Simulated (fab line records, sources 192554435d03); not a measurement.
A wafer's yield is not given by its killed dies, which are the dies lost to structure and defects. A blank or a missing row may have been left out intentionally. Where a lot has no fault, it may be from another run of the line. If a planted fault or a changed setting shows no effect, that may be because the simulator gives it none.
What tool caused it? | flow n5Finfet | 22 lots, 66 wafers sampled, at 6 steps of a route of 1938

WHAT THE GAUGES READ, wafer by wafer
No reading from a measuring or inspecting step in the record can be judged against a usual standard deviation.

WHAT TOOL EACH LOT RAN ON (gives the tool, then ch and the chambers of the sampled wafers, and finally the start)
lot  | N5_BEOL_M1_DESCUM_33              | N5_BEOL_M1_ETCH_77                | N5_BEOL_M1_VIA_ETCH_34            | N5_BEOL_M1_DEGAS_44         | N5_BEOL_M1_SPUTTER_86       | N5_BEOL_M1_ANNEAL_93
L076 | rieDiel-03 ch 0,2, day 7 09:53    | rieDiel-03 ch 0,2, day 7 09:55    | rieDiel-04 ch 0,1, day 7 14:05    | pvdSputter-01, day 7 14:55  | pvdSputter-01, day 7 17:57  | pvdSputter-01, day 7 18:41
L077 | rieDiel-02 ch 2,3, day 7 10:05    | rieDiel-02 ch 2,3, day 7 10:07    | rieDiel-03 ch 0,2,3, day 7 14:17  | pvdSputter-03, day 7 14:59  | pvdSputter-03, day 7 18:12  | pvdSputter-03, day 7 18:58
L078 | rieDiel-04 ch 0,1,2, day 7 10:31  | rieDiel-04 ch 0,1,2, day 7 10:32  | rieDiel-03 ch 0,2, day 7 20:35    | pvdSputter-01, day 7 21:10  | pvdSputter-01, day 7 22:25  | pvdSputter-01, day 7 23:10
L079 | rieDiel-02 ch 0,2,3, day 7 11:43  | rieDiel-02 ch 0,2,3, day 7 11:45  | rieDiel-02 ch 1,2,3, day 7 23:23  | pvdSputter-01, day 8 00:11  | pvdSputter-03, day 8 01:30  | pvdSputter-03, day 8 02:14
L080 | rieDiel-03 ch 2,3, day 7 16:30    | rieDiel-03 ch 2,3, day 7 16:32    | rieDiel-03 ch 0,2,3, day 7 23:26  | pvdSputter-03, day 8 00:14  | pvdSputter-01, day 8 01:41  | pvdSputter-01, day 8 02:25
L081 | rieDiel-03 ch 2,3, day 8 01:33    | rieDiel-03 ch 2,3, day 8 01:35    | rieDiel-04 ch 0,3, day 8 02:47    | pvdSputter-01, day 8 03:35  | pvdSputter-02, day 8 04:59  | pvdSputter-02, day 8 05:43
L082 | rieDiel-02 ch 0,2,3, day 8 01:37  | rieDiel-02 ch 0,2,3, day 8 01:38  | rieDiel-04 ch 0,1,3, day 8 03:57  | pvdSputter-01, day 8 04:37  | pvdSputter-03, day 8 05:58  | pvdSputter-03, day 8 06:42
L083 | rieDiel-02 ch 0,3, day 8 09:58    | rieDiel-02 ch 0,3, day 8 10:01    | rieDiel-03 ch 1,2,3, day 8 14:58  | pvdSputter-02, day 8 15:42  | pvdSputter-03, day 8 17:00  | pvdSputter-03, day 8 17:44
L084 | rieDiel-04 ch 0,1, day 9 02:59    | rieDiel-04 ch 0,1, day 9 03:01    | rieDiel-02 ch 2,3, day 9 16:59    | pvdSputter-02, day 9 17:57  | pvdSputter-01, day 9 19:27  | pvdSputter-01, day 9 20:11
L085 | rieDiel-02 ch 0,1,3, day 9 04:45  | rieDiel-02 ch 0,1,3, day 9 04:47  | rieDiel-02 ch 2,3, day 9 13:38    | pvdSputter-03, day 9 14:28  | pvdSputter-01, day 9 16:13  | pvdSputter-01, day 9 16:57
L086 | rieDiel-03 ch 0,3, day 9 08:45    | rieDiel-03 ch 0,3, day 9 08:47    | rieDiel-02 ch 2,3, day 9 22:09    | pvdSputter-02, day 9 23:07  | pvdSputter-01, day 10 03:34 | pvdSputter-01, day 10 04:19
L087 | rieDiel-03 ch 0,2,3, day 9 15:22  | rieDiel-03 ch 0,2,3, day 9 15:24  | rieDiel-02 ch 0,1,3, day 10 02:55 | pvdSputter-03, day 10 03:38 | pvdSputter-02, day 10 05:05 | pvdSputter-02, day 10 05:49
L088 | rieDiel-03 ch 0,2,3, day 9 15:33  | rieDiel-03 ch 0,2,3, day 9 15:35  | rieDiel-04 ch 1,2,3, day 10 02:59 | pvdSputter-02, day 10 03:43 | pvdSputter-03, day 10 05:20 | pvdSputter-03, day 10 06:04
L089 | rieDiel-04 ch 0,3, day 9 22:57    | rieDiel-04 ch 0,3, day 9 22:59    | rieDiel-02 ch 0,1,3, day 10 06:31 | pvdSputter-02, day 10 07:19 | pvdSputter-01, day 10 09:55 | pvdSputter-01, day 10 10:40
L090 | rieDiel-03 ch 0,2,3, day 10 00:33 | rieDiel-03 ch 0,2,3, day 10 00:35 | rieDiel-04 ch 0,1,3, day 10 13:04 | pvdSputter-03, day 10 13:52 | pvdSputter-01, day 10 15:07 | pvdSputter-01, day 10 15:52
L091 | rieDiel-04 ch 0,1,2, day 10 11:32 | rieDiel-04 ch 0,1,2, day 10 11:34 | rieDiel-04 ch 0,1,2, day 10 13:26 | pvdSputter-01, day 10 14:22 | pvdSputter-03, day 10 16:08 | pvdSputter-03, day 10 16:52
L092 | rieDiel-02 ch 2,3, day 10 19:54   | rieDiel-02 ch 2,3, day 10 19:56   | rieDiel-03 ch 1,2, day 10 21:34   | pvdSputter-01, day 10 22:11 | pvdSputter-02, day 10 23:38 | pvdSputter-02, day 11 00:22
L093 | rieDiel-03 ch 0,1,3, day 10 23:16 | rieDiel-03 ch 0,1,3, day 10 23:18 | rieDiel-02 ch 0,2, day 11 00:58   | pvdSputter-01, day 11 01:37 | pvdSputter-01, day 11 04:36 | pvdSputter-01, day 11 05:20
L094 | rieDiel-03 ch 0,2, day 11 12:04   | rieDiel-03 ch 0,2, day 11 12:05   | rieDiel-04 ch 0,2,3, day 11 14:20 | pvdSputter-03, day 11 15:12 | pvdSputter-02, day 11 16:29 | pvdSputter-02, day 11 17:14
L095 | rieDiel-04 ch 2,3, day 11 17:53   | rieDiel-04 ch 2,3, day 11 17:55   | rieDiel-04 ch 0,1,3, day 12 02:05 | pvdSputter-02, day 12 02:36 | pvdSputter-01, day 12 04:03 | pvdSputter-01, day 12 04:47
L097 | rieDiel-03 ch 0,1,2, day 12 00:33 | rieDiel-03 ch 0,1,2, day 12 00:35 | rieDiel-03 ch 1,3, day 12 09:36   | pvdSputter-01, day 12 10:42 | pvdSputter-01, day 12 11:59 | pvdSputter-01, day 12 12:43
L096 | rieDiel-02 ch 1,3, day 12 10:05   | rieDiel-02 ch 1,3, day 12 10:07   | rieDiel-03 ch 2,3, day 12 16:55   | pvdSputter-02, day 12 18:12 | pvdSputter-03, day 12 19:29 | pvdSputter-03, day 12 20:13
- N5_BEOL_M1_DESCUM_33: chemistry O2, time 7 s.
- N5_BEOL_M1_ETCH_77: etches underlayer in N2/H2, target depth 6.5 nm, time 5.2 s.
- N5_BEOL_M1_VIA_ETCH_34: etches the open film in C4F6/O2, target depth 67.8 nm, time 64.4 s.
- N5_BEOL_M1_DEGAS_44: time 60 s.
- N5_BEOL_M1_SPUTTER_86: material Cu, target thk 4.5 nm, time 8.29 s.
- N5_BEOL_M1_ANNEAL_93: time 240 s.

AS READ BY THE TOOLS THEMSELVES (means over the sampled wafers that have a number; for cases with no such wafer, the mark the record gives instead)
N5_BEOL_M1_DESCUM_33. Usual: drypumpMotorCurrentA 5.7 A, standard deviation 0.4; oesProductAu 0.81 a.u., standard deviation 0.085; rfFwdPowerW 49.30 W, standard deviation 0.27; rfVppV 243.1 V, standard deviation 1.5; showerheadPlenumPTorr 2.09 Torr, standard deviation 0.076; tempC 40.00 C, standard deviation 0.11; throttleValvePct 20.46 %, standard deviation 0.25.
lot  | tool       | drypumpMotorCurrentA (A) | oesProductAu (a.u.) | rfFwdPowerW (W) | rfVppV (V) | showerheadPlenumPTorr (Torr) | tempC (C) | throttleValvePct (%) | flag
L076 | rieDiel-03 | 5.5                      | 0.77                | 49.62           | 243.6      | 2.11                         | 40.04     | 20.78                | 
L077 | rieDiel-02 | 5.6                      | 0.70                | 49.53           | 243.1      | 2.07                         | 40.03     | 20.31                | 
L078 | rieDiel-04 | 6.0                      | 0.75                | 49.35           | 243.6      | 2.07                         | 40.00     | 20.50                | 
L079 | rieDiel-02 | 5.4                      | 0.74                | 49.26           | 242.0      | 2.03                         | 40.05     | 20.42                | 
L080 | rieDiel-03 | 5.9                      | 0.84                | 49.46           | 243.3      | 2.15                         | 39.87     | 20.39                | 
L081 | rieDiel-03 | 6.1                      | 0.83                | 49.28           | 244.4      | 2.17                         | 40.05     | 20.42                | 
L082 | rieDiel-02 | 5.4                      | 0.73                | 49.28           | 242.7      | 2.03                         | 39.92     | 20.43                | 
L083 | rieDiel-02 | 5.1                      | 0.77                | 49.13           | 241.0      | 1.99                         | 39.94     | 20.54                | 
L084 | rieDiel-04 | 6.2                      | 0.78                | 49.30           | 241.5      | 2.04                         | 40.13     | 20.32                | 
L085 | rieDiel-02 | 5.2                      | 0.80                | 49.07           | 242.6      | 2.03                         | 39.97     | 20.39                | 
L086 | rieDiel-03 | 6.0                      | 0.77                | 49.52           | 244.7      | 2.16                         | 40.02     | 20.64                | 
L087 | rieDiel-03 | 5.8                      | 0.79                | 49.40           | 243.6      | 2.14                         | 40.05     | 20.63                | 
L088 | rieDiel-03 | 5.8                      | 0.78                | 49.42           | 244.0      | 2.14                         | 40.03     | 20.63                | 
L089 | rieDiel-04 | 6.3                      | 0.82                | 49.38           | 241.9      | 1.97                         | 40.02     | 20.50                | 
L090 | rieDiel-03 | 5.8                      | 0.78                | 49.41           | 243.3      | 2.14                         | 40.03     | 20.63                | 
L091 | rieDiel-04 | 6.0                      | 0.83                | 49.27           | 243.1      | 2.06                         | 40.03     | 20.43                | 
L092 | rieDiel-02 | 5.6                      | 0.70                | 49.49           | 242.7      | 2.08                         | 39.98     | 20.45                | 
L093 | rieDiel-03 | 5.8                      | 0.80                | 49.18           | 244.0      | 2.14                         | 39.98     | 20.59                | 
L094 | rieDiel-03 | 5.6                      | 0.79                | 49.50           | 242.9      | 2.11                         | 40.06     | 20.61                | 
L095 | rieDiel-04 | 5.7                      | 0.92                | 49.33           | 243.0      | 2.12                         | 39.85     | 20.46                | 
L097 | rieDiel-03 | 5.6                      | 0.81                | 49.41           | 242.6      | 2.11                         | 39.88     | 20.58                | 
L096 | rieDiel-02 | 5.3                      | 0.76                | 49.31           | 244.2      | 2.07                         | 39.98     | 20.40                | 

N5_BEOL_M1_ETCH_77. Usual: drypumpMotorCurrentA 5.7 A, standard deviation 0.4; etchRfOnTimeS 5.19 s, standard deviation 0.099; oesProductAu 0.69 a.u., standard deviation 0.069; rfFwdPowerW 819.3 W, standard deviation 2.4; rfVppV 523.5 V, standard deviation 2.9; showerheadPlenumPTorr 2.54 Torr, standard deviation 0.09; throttleValvePct 17.87 %, standard deviation 0.2.
lot  | tool       | drypumpMotorCurrentA (A) | etchRfOnTimeS (s) | oesProductAu (a.u.) | rfFwdPowerW (W) | rfVppV (V) | showerheadPlenumPTorr (Torr) | throttleValvePct (%) | flag
L076 | rieDiel-03 | 5.5                      | 5.21              | 0.66                | 817.2           | 524.4      | 2.55                         | 18.13                | 
L077 | rieDiel-02 | 5.7                      | 5.32              | 0.60                | 819.8           | 522.2      | 2.53                         | 17.83                | 
L078 | rieDiel-04 | 6.0                      | 5.22              | 0.65                | 819.6           | 524.1      | 2.51                         | 17.89                | 
L079 | rieDiel-02 | 5.4                      | 5.17              | 0.63                | 820.0           | 522.0      | 2.48                         | 17.87                | 
L080 | rieDiel-03 | 5.9                      | 5.22              | 0.71                | 819.6           | 525.4      | 2.62                         | 17.79                | 
L081 | rieDiel-03 | 6.1                      | 5.27              | 0.71                | 821.1           | 527.0      | 2.64                         | 17.80                | 
L082 | rieDiel-02 | 5.4                      | 5.19              | 0.63                | 819.0           | 520.8      | 2.47                         | 17.90                | 
L083 | rieDiel-02 | 5.1                      | 5.21              | 0.65                | 819.9           | 519.0      | 2.42                         | 17.96                | 
L084 | rieDiel-04 | 6.2                      | 5.09              | 0.68                | 820.4           | 523.5      | 2.49                         | 17.84                | 
L085 | rieDiel-02 | 5.2                      | 5.23              | 0.68                | 823.5           | 521.8      | 2.46                         | 17.81                | 
L086 | rieDiel-03 | 6.0                      | 5.30              | 0.66                | 818.2           | 526.0      | 2.62                         | 17.97                | 
L087 | rieDiel-03 | 5.8                      | 5.21              | 0.67                | 819.5           | 526.6      | 2.59                         | 17.98                | 
L088 | rieDiel-03 | 5.8                      | 5.29              | 0.67                | 818.1           | 524.7      | 2.59                         | 17.98                | 
L089 | rieDiel-04 | 6.3                      | 5.15              | 0.70                | 818.0           | 519.8      | 2.39                         | 17.83                | 
L090 | rieDiel-03 | 5.8                      | 5.21              | 0.67                | 819.7           | 524.8      | 2.59                         | 17.99                | 
L091 | rieDiel-04 | 6.0                      | 5.17              | 0.71                | 820.6           | 522.0      | 2.50                         | 17.80                | 
L092 | rieDiel-02 | 5.6                      | 5.17              | 0.60                | 817.3           | 523.7      | 2.53                         | 17.87                | 
L093 | rieDiel-03 | 5.8                      | 5.19              | 0.69                | 820.3           | 524.8      | 2.60                         | 17.98                | 
L094 | rieDiel-03 | 5.6                      | 5.21              | 0.67                | 822.2           | 524.0      | 2.55                         | 18.01                | 
L095 | rieDiel-04 | 5.7                      | 5.18              | 0.77                | 817.5           | 524.7      | 2.56                         | 17.67                | 
L097 | rieDiel-03 | 5.6                      | 5.11              | 0.70                | 821.2           | 525.3      | 2.57                         | 18.03                | 
L096 | rieDiel-02 | 5.4                      | 5.22              | 0.64                | 818.2           | 524.2      | 2.51                         | 17.77                | 

N5_BEOL_M1_VIA_ETCH_34. Usual: O2_flow_sccm 10.00 sccm, standard deviation 0.031; drypumpMotorCurrentA 5.7 A, standard deviation 0.42; oesProductAu 0.80 a.u., standard deviation 0.083; rfFwdPowerW 346.9 W, standard deviation 1.4; rfVppV 663 V, standard deviation 13; showerheadPlenumPTorr 2.82 Torr, standard deviation 0.1; throttleValvePct 30.82 %, standard deviation 0.24.
lot  | tool       | O2_flow_sccm (sccm) | drypumpMotorCurrentA (A) | oesProductAu (a.u.) | rfFwdPowerW (W) | rfVppV (V) | showerheadPlenumPTorr (Torr) | throttleValvePct (%) | flag
L076 | rieDiel-04 | 10.02               | 6.3                      | 0.80                | 347.3           | 668        | 2.74                         | 31.00                | 
L077 | rieDiel-03 | 9.97                | 5.8                      | 0.81                | 347.2           | 658        | 2.91                         | 30.94                | 
L078 | rieDiel-03 | 10.00               | 5.5                      | 0.77                | 347.4           | 662        | 2.85                         | 31.05                | 
L079 | rieDiel-02 | 9.99                | 5.5                      | 0.78                | 347.5           | 673        | 2.82                         | 30.57                | 
L080 | rieDiel-03 | 9.99                | 5.8                      | 0.80                | 347.9           | 657        | 2.91                         | 30.94                | 
L081 | rieDiel-04 | 9.95                | 6.1                      | 0.93                | 347.1           | 667        | 2.75                         | 30.89                | 
L082 | rieDiel-04 | 10.00               | 6.2                      | 0.85                | 345.6           | 665        | 2.78                         | 30.88                | 
L083 | rieDiel-03 | 10.01               | 5.9                      | 0.88                | 346.8           | 650        | 2.93                         | 30.78                | 
L084 | rieDiel-02 | 10.01               | 5.6                      | 0.70                | 347.2           | 679        | 2.82                         | 30.65                | 
L085 | rieDiel-02 | 10.00               | 5.7                      | 0.69                | 347.3           | 680        | 2.82                         | 30.65                | 
L086 | rieDiel-02 | 10.01               | 5.7                      | 0.69                | 347.5           | 679        | 2.82                         | 30.66                | 
L087 | rieDiel-02 | 9.98                | 5.2                      | 0.80                | 346.3           | 664        | 2.75                         | 30.70                | 
L088 | rieDiel-04 | 10.00               | 5.9                      | 0.89                | 346.2           | 658        | 2.85                         | 30.74                | 
L089 | rieDiel-02 | 9.98                | 5.2                      | 0.80                | 346.1           | 664        | 2.75                         | 30.69                | 
L090 | rieDiel-04 | 9.99                | 6.2                      | 0.82                | 346.9           | 663        | 2.77                         | 30.89                | 
L091 | rieDiel-04 | 10.00               | 6.0                      | 0.83                | 346.7           | 662        | 2.81                         | 30.89                | 
L092 | rieDiel-03 | 10.01               | 5.7                      | 0.86                | 345.8           | 651        | 2.88                         | 30.65                | 
L093 | rieDiel-02 | 10.01               | 5.5                      | 0.71                | 348.3           | 667        | 2.75                         | 30.74                | 
L094 | rieDiel-04 | 10.02               | 5.9                      | 0.86                | 346.3           | 664        | 2.78                         | 30.89                | 
L095 | rieDiel-04 | 9.98                | 6.2                      | 0.82                | 348.6           | 663        | 2.77                         | 30.90                | 
L097 | rieDiel-03 | 10.00               | 6.0                      | 0.86                | 346.1           | 645        | 2.94                         | 30.87                | 
L096 | rieDiel-03 | 10.03               | 5.9                      | 0.81                | 346.1           | 653        | 2.90                         | 30.73                | 

N5_BEOL_M1_DEGAS_44. Usual: heaterPowerW reads 316 W (standard deviation 21).
lot  | tool          | heaterPowerW (W) | flag
L076 | pvdSputter-01 | 331              | 
L077 | pvdSputter-03 | 312              | 
L078 | pvdSputter-01 | 344              | 
L079 | pvdSputter-01 | 315              | 
L080 | pvdSputter-03 | 307              | 
L081 | pvdSputter-01 | 313              | 
L082 | pvdSputter-01 | 314              | 
L083 | pvdSputter-02 | 325              | 
L084 | pvdSputter-02 | 317              | 
L085 | pvdSputter-03 | 325              | 
L086 | pvdSputter-02 | 309              | 
L087 | pvdSputter-03 | 331              | 
L088 | pvdSputter-02 | 314              | 
L089 | pvdSputter-02 | 286              | 
L090 | pvdSputter-03 | 326              | 
L091 | pvdSputter-01 | 320              | 
L092 | pvdSputter-01 | 326              | 
L093 | pvdSputter-01 | 301              | 
L094 | pvdSputter-03 | 313              | 
L095 | pvdSputter-02 | 297              | 
L097 | pvdSputter-01 | 312              | 
L096 | pvdSputter-02 | 327              | 

N5_BEOL_M1_SPUTTER_86. Usual: chuckGasFlowSccm 1.26 sccm, standard deviation 0.051; throttleValvePct 30.5 %, standard deviation 0.79.
lot  | tool          | chuckGasFlowSccm (sccm) | throttleValvePct (%) | flag
L076 | pvdSputter-01 | 1.31                    | 30.0                 | 
L077 | pvdSputter-03 | 1.26                    | 30.9                 | 
L078 | pvdSputter-01 | 1.24                    | 30.2                 | 
L079 | pvdSputter-03 | 1.24                    | 30.5                 | 
L080 | pvdSputter-01 | 1.31                    | 29.8                 | 
L081 | pvdSputter-02 | 1.27                    | 30.9                 | 
L082 | pvdSputter-03 | 1.29                    | 31.5                 | 
L083 | pvdSputter-03 | 1.27                    | 31.2                 | 
L084 | pvdSputter-01 | 1.25                    | 30.2                 | 
L085 | pvdSputter-01 | 1.26                    | 29.8                 | 
L086 | pvdSputter-01 | 1.27                    | 30.0                 | 
L087 | pvdSputter-02 | 1.24                    | 31.0                 | 
L088 | pvdSputter-03 | 1.22                    | 31.0                 | 
L089 | pvdSputter-01 | 1.25                    | 30.1                 | 
L090 | pvdSputter-01 | 1.24                    | 29.8                 | 
L091 | pvdSputter-03 | 1.25                    | 31.1                 | 
L092 | pvdSputter-02 | 1.25                    | 30.5                 | 
L093 | pvdSputter-01 | 1.30                    | 30.3                 | 
L094 | pvdSputter-02 | 1.32                    | 30.9                 | 
L095 | pvdSputter-01 | 1.26                    | 30.4                 | 
L097 | pvdSputter-01 | 1.31                    | 30.0                 | 
L096 | pvdSputter-03 | 1.25                    | 30.6                 | 

N5_BEOL_M1_ANNEAL_93. Usual: heaterPowerW reads 792 W (standard deviation 51).
lot  | tool          | heaterPowerW (W) | flag
L076 | pvdSputter-01 | 780              | 
L077 | pvdSputter-03 | 775              | 
L078 | pvdSputter-01 | 809              | 
L079 | pvdSputter-03 | 776              | 
L080 | pvdSputter-01 | 852              | 
L081 | pvdSputter-02 | 736              | 
L082 | pvdSputter-03 | 789              | 
L083 | pvdSputter-03 | 802              | 
L084 | pvdSputter-01 | 790              | 
L085 | pvdSputter-01 | 817              | 
L086 | pvdSputter-01 | 813              | 
L087 | pvdSputter-02 | 729              | 
L088 | pvdSputter-03 | 769              | 
L089 | pvdSputter-01 | 823              | 
L090 | pvdSputter-01 | 815              | 
L091 | pvdSputter-03 | 796              | 
L092 | pvdSputter-02 | 784              | 
L093 | pvdSputter-01 | 787              | 
L094 | pvdSputter-02 | 762              | 
L095 | pvdSputter-01 | 799              | 
L097 | pvdSputter-01 | 804              | 
L096 | pvdSputter-03 | 786              | 

THE ANSWER, worked out from the rows above alone
Rule: take the mean of a lot's wafers that have a number; if it is more than 3 standard deviations from the usual mean, the lot is off. Also off: a lot with no number at a reading for which 4 or more lots have one. Where the step has rows for the other lots, those lots are counted as sound. The gauges are gone through in route order, then the tools' own readings, and for those a lot's mean is taken as printed above. The first step at which some lot is off is used, and at that step the reading that is off furthest; a lot without a number counts as furthest.
Across all readings shown, no lot is off: no conclusion can be drawn from this.

WHAT WAS PUT IN BY THE SIMULATOR
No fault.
